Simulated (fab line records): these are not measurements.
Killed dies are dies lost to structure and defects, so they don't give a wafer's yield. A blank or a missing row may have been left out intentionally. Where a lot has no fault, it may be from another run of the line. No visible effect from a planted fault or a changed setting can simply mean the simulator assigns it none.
Split-lot experiment | flow n5-finfet | 39 wafers read across 7 lots, on a route 1938 steps long

== ABOUT THE SPLIT ==
At N5_DUMMY_GATE_ETCH_31 (etches SiO2 in C4F6/O2, target depth 82.5 nm, time 27.5 s), the setting target-depth-a was moved away from the recipe's 825 angstrom on 15 of the 39 wafers read, by -7.5% to +12.8%. For the rest of the wafers, this setting stayed at what the recipe calls for.

The reading comes from the split's own step.

== THE READING ==
SOC_of_DUMMY_GATE_COAT_34.thk-nm (the simulator's own value, which no gauge read), in nm, at N5_DUMMY_GATE_ETCH_31 (etches SiO2 in C4F6/O2, target depth 82.5 nm, time 27.5 s). The file does not state a usual value for it. Average 51.7 nm, standard deviation 0.18 nm, over the 24 wafers here run with the recipe.

wafer  | tool, chamber at the split | target-depth-a as run, angstrom | against the recipe | SOC_of_DUMMY_GATE_COAT_34.thk-nm, nm | against lot-mates on the recipe
L074.1 | rie-diel-03, 2             | 825                             | recipe             | 51.8                                 | -
L074.2 | rie-diel-03, 3             | 825                             | recipe             | 51.6                                 | -
L074.3 | rie-diel-03, 0             | 825                             | recipe             | 51.8                                 | -
L074.4 | rie-diel-03, 1             | 825                             | recipe             | 51.4                                 | -
L074.5 | rie-diel-03, 0             | 825                             | recipe             | 51.6                                 | -
L074.6 | rie-diel-03, 3             | 825                             | recipe             | 51.4                                 | -
L076.1 | rie-diel-04, 3             | 825                             | recipe             | 51.6                                 | -
L076.4 | rie-diel-04, 1             | 825                             | recipe             | 51.4                                 | -
L076.6 | rie-diel-04, 2             | 825                             | recipe             | 51.6                                 | -
L079.1 | rie-diel-03, 3             | 825                             | recipe             | 51.8                                 | -
L079.2 | rie-diel-03, 0             | 825                             | recipe             | 51.8                                 | -
L079.3 | rie-diel-03, 2             | 763.5                           | -7.5%              | 52.8                                 | +0.9
L079.4 | rie-diel-03, 3             | 763.5                           | -7.5%              | 52.4                                 | +0.5
L079.5 | rie-diel-03, 2             | 763.5                           | -7.5%              | 52.6                                 | +0.7
L079.6 | rie-diel-03, 0             | 825                             | recipe             | 52                                   | -
L082.1 | rie-diel-03, 0             | 825                             | recipe             | 52                                   | -
L082.2 | rie-diel-03, 2             | 825                             | recipe             | 51.8                                 | -
L082.3 | rie-diel-03, 3             | 907.3                           | +10.0%             | 50.8                                 | -0.9
L082.4 | rie-diel-03, 2             | 907.3                           | +10.0%             | 50.8                                 | -0.9
L082.5 | rie-diel-03, 3             | 825                             | recipe             | 51.4                                 | -
L082.6 | rie-diel-03, 0             | 907.3                           | +10.0%             | 50.8                                 | -0.9
L091.1 | rie-diel-03, 1             | 930.8                           | +12.8%             | 50.4                                 | -1.2
L091.2 | rie-diel-03, 2             | 825                             | recipe             | 51.6                                 | -
L091.3 | rie-diel-03, 3             | 930.8                           | +12.8%             | 50.4                                 | -1.2
L091.4 | rie-diel-03, 0             | 825                             | recipe             | 51.6                                 | -
L091.5 | rie-diel-03, 1             | 930.8                           | +12.8%             | 50.4                                 | -1.2
L091.6 | rie-diel-03, 0             | 825                             | recipe             | 51.6                                 | -
L093.1 | rie-diel-01, 2             | 772.5                           | -6.4%              | 52.4                                 | +0.7
L093.2 | rie-diel-01, 3             | 825                             | recipe             | 52                                   | -
L093.3 | rie-diel-01, 1             | 825                             | recipe             | 51.6                                 | -
L093.4 | rie-diel-01, 0             | 772.5                           | -6.4%              | 52.4                                 | +0.7
L093.5 | rie-diel-01, 2             | 772.5                           | -6.4%              | 52.2                                 | +0.5
L093.6 | rie-diel-01, 1             | 825                             | recipe             | 51.6                                 | -
L096.1 | rie-diel-04, 2             | 825                             | recipe             | 51.6                                 | -
L096.2 | rie-diel-04, 1             | 825                             | recipe             | 51.6                                 | -
L096.3 | rie-diel-04, 3             | 825                             | recipe             | 51.8                                 | -
L096.4 | rie-diel-04, 0             | 902                             | +9.3%              | 51.2                                 | -0.5
L096.5 | rie-diel-04, 0             | 902                             | +9.3%              | 50.8                                 | -0.9
L096.6 | rie-diel-04, 3             | 902                             | +9.3%              | 51                                   | -0.7

FIT RESULTS
A straight line over all 39 wafers: SOC_of_DUMMY_GATE_COAT_34.thk-nm changes by -0.0964 nm for each +1% of target-depth-a; r = -0.95; the points scatter about the line by 0.18 nm.
The same after taking each lot's own level away (the mean of its wafers on the recipe; 39 wafers): -0.0905 nm for each +1%; r = -0.96; scatter 0.15 nm.
On that fit, the largest move of target-depth-a shifts the reading by 1.2 nm.
The span of the lots' own levels, 51.53 to 51.87 nm, comes to 1.9 times the standard deviation stated above.
The two slopes agree, so the slope changes little with the lot-to-lot level.
Check: with one of the wafers moved furthest among these (+12.8%) left out of the fit, the line predicts -1.14 nm for it against its lot-mates. It came out at -1.2 nm against them.

== THESE WAFERS: OTHER SPLITS ==
These wafers also went through other splits before the reading. Each is held against what the fit with the lots' levels taken away leaves over:
other split on the same wafers | wafers away from the commonest value | r with SOC_of_DUMMY_GATE_COAT_34.thk-nm (lot level and that fit taken away)
N5_FIN_CUT_ETCH_21 time-s      | 9                                    | -0.23
N5_DUMMY_GATE_ETCH_37 source-w | 9                                    | +0.02

== THE WHOLE CHAIN: every reading that the file lists as answering this split, in the file's order ==
step                  | what it does                                              | reading                                                                           | change (the file's fit)                | r (the file's)
N5_DUMMY_GATE_ETCH_31 | etches SiO2 in C4F6/O2, target depth 82.5 nm, time 27.5 s | etch.depth-nm (the simulator's own value, which no gauge read)                    | +0.857 nm for each +1% of the setting  | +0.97
N5_DUMMY_GATE_ETCH_31 | etches SiO2 in C4F6/O2, target depth 82.5 nm, time 27.5 s | SOC_of_DUMMY_GATE_COAT_34.thk-nm (the simulator's own value, which no gauge read) | -0.0899 nm for each +1% of the setting | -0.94

== FILE'S OWN FIT ==
SOC_of_DUMMY_GATE_COAT_34.thk-nm changes by -0.0899 nm for each +1% of target-depth-a, r = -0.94.
